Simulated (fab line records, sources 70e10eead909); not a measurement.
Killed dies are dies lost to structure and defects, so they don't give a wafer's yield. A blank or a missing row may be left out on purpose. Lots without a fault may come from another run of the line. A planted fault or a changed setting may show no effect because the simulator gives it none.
A struck lot beside a sound one | flow nand_harc | 23 steps out of a route of 1302
Sound: wafers L612.1, L612.5, L612.6. Struck: wafers L622.1, L622.5, L622.6. The cause comes at the end.
At each step with rows: each side's tool, then ch and its chambers, then its first start. Under that, the readings that differ: sound wafers | struck wafers | difference of the means | sigmas: that difference in standard deviations of wafers without a fault.
alike: readings whose means differ by less than 2 such deviations, and words and numbers that are the same on both sides. not compared: withheld readings, readings that some wafer has no value for, bounds like >300 that may hide the same value, and numbers for which the record gives no deviation and whose values overlap.
The two part at a step that has a row with sigmas, a row that says differs or no value, or rows on one side only. Numbers that don't overlap but have no deviation are shown without sigmas and don't part them. A reading that every wafer of one side lacks parts them only if that side has two wafers or more.

NHARC_A_CONTACT_CMP_20: polishes, t overpolish 30 s, target thk 300 nm.
  sound on cmp-03 ch 2,3, day 23 05:16; struck on cmp-04 ch 2,3, day 27 12:24
  alike: motor_current_A, overpolish_run_s, slurry_filter_dp_kPa, time_to_endpoint_s
then, 1 step without rows for these wafers: NHARC_A_CONTACT_SRD_22.
NHARC_A_CONTACT_INSPECT_23:
  sound on defect_inspect-01, day 23 05:40; struck on defect_inspect-01, day 27 12:46
  alike: raw_defect_count
then, 8 steps without rows for these wafers: NHARC_A_BLC_DEHYDRATE_00 (time 120 s); NHARC_A_BLC_HMDS_01 (time 30 s); NHARC_A_BLC_COAT_02 (time 75 s); NHARC_A_BLC_COAT_03 (time 65 s); NHARC_A_BLC_COAT_04 (resist thk 90 nm); NHARC_A_BLC_SOFTBAKE_05 (time 55 s); NHARC_A_BLC_EBR_06; NHARC_A_BLC_EXPOSE_07 (exposes mask A BLC, target cd 100 nm).
NHARC_A_BLC_PEB_08: peb time 65 s.
  sound on litho_track-01 ch 0, day 23 06:05; struck on litho_track-04 ch 0, day 27 13:12
  reading                  | sound                | struck            | difference | sigmas
  heater_power_total_W (W) | 157.1 156.3 156.9    | 130.5 130.6 130.2 | -26.3      | -64
  plate_temp_C (C)         | 100.12 100.02 100.03 | 87.79 88.17 87.91 | -12.10     | -93
then, 1 step without rows for these wafers: NHARC_A_BLC_DEVELOP_09 (develop time 35 s).
NHARC_A_BLC_CD_MEAS_10: target cd 100 nm.
  sound on cd_sem-01 ch 0, day 23 06:10; struck on cd_sem-03 ch 0, day 27 13:17
  reading    | sound            | struck         | difference | sigmas
  cd_nm (nm) | 99.8 100.8 100.2 | 39.4 39.5 40.7 | -60.4      | -99 or more
NHARC_A_BLC_OVL_MEAS_11:
  sound on overlay-01, day 23 06:16; struck on overlay-01, day 27 13:22
  reading           | sound          | struck      | difference | sigmas
  overlay_x_nm (nm) | -1.4 -2.4 -1.4 | 0.0 0.0 0.2 | +1.8       | +2
  overlay_y_nm (nm) | -1.8 -1.7 -1.7 | 1.0 0.9 1.3 | +2.8       | +3
NHARC_A_BLC_INSPECT_12:
  sound on defect_inspect-02, day 23 06:18; struck on defect_inspect-01, day 27 13:25
  alike: raw_defect_count
NHARC_A_BLC_DESCUM_15: chemistry O2, time 3 s.
  sound on rie_diel-10 ch 2,3, day 23 06:22; struck on rie_diel-08 ch 0,1,3, day 27 13:29
  reading                | sound             | struck            | difference | sigmas
  model.A_BLC.cd_nm (nm) | 99.95 100.1 100.4 | 39.91 40.15 40.76 | -59.88     |
  alike: drypump_motor_current_A, oes_product_au, rf_vpp_V, showerhead_plenum_p_Torr, throttle_valve_pct
  not compared: rf_hours_counter_h
NHARC_A_BLC_ETCH_16: etches the open film in CF4, target depth 39 nm, time 65 s.
  sound on rie_diel-10 ch 0,2,3, day 23 06:28; struck on rie_diel-08 ch 2,3, day 27 13:34
  alike: drypump_motor_current_A, oes_product_au, rf_vpp_V, showerhead_plenum_p_Torr, throttle_valve_pct
  not compared: rf_hours_counter_h
NHARC_A_BLC_ETCH_17: etches the open film in N2/H2, target depth 390 nm, time 609.38 s.
  sound on rie_diel-10 ch 0,1,2; struck on rie_diel-08 ch 1,2
  alike: drypump_motor_current_A, oes_product_au, rf_vpp_V, showerhead_plenum_p_Torr, throttle_valve_pct
  not compared: rf_hours_counter_h
NHARC_A_BLC_ETCH_18: etches the open film in C4F8/O2/Ar, target depth 910 nm.
  sound on rie_diel-10 ch 2,3; struck on rie_diel-08 ch 0,2,3
  reading                | sound             | struck           | difference | sigmas
  model.A_BLC.cd_nm (nm) | 102.6 101.4 99.59 | 41.39 41.8 41.24 | -59.72     |
  alike: oes_product_au, rf_vpp_V
  not compared: rf_hours_counter_h
NHARC_A_BLC_CD_MEAS_19:
  sound on cd_sem-01, day 23 07:20; struck on cd_sem-03, day 27 14:26
  reading    | sound            | struck         | difference | sigmas
  cd_nm (nm) | 103.0 101.4 99.9 | 41.5 41.7 41.2 | -60.0      | -40
NHARC_A_BLC_STRIP_29: strips in CF4.
  sound on rie_diel-08 ch 1,2, day 23 07:25; struck on rie_diel-10 ch 0,2, day 27 14:32
  reading                     | sound       | struck      | difference | sigmas
  drypump_motor_current_A (A) | 6.1 6.1 5.8 | 5.1 5.5 5.1 | -0.8       | -2
  alike: oes_product_au, rf_vpp_V, showerhead_plenum_p_Torr, throttle_valve_pct
  not compared: rf_hours_counter_h
NHARC_END_SORT_01:
  the record has rows for the struck wafers here (prober-02 ch 0, day 29 09:19) and none for the sound ones

WHERE THEY PART
First at NHARC_A_BLC_PEB_08; last, within this record, at NHARC_END_SORT_01.

WHY: what the simulator had put in
Process parameter drift: litho_track-04, from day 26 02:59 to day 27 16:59, at NHARC_A_BLC_PEB_08. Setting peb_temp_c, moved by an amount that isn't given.
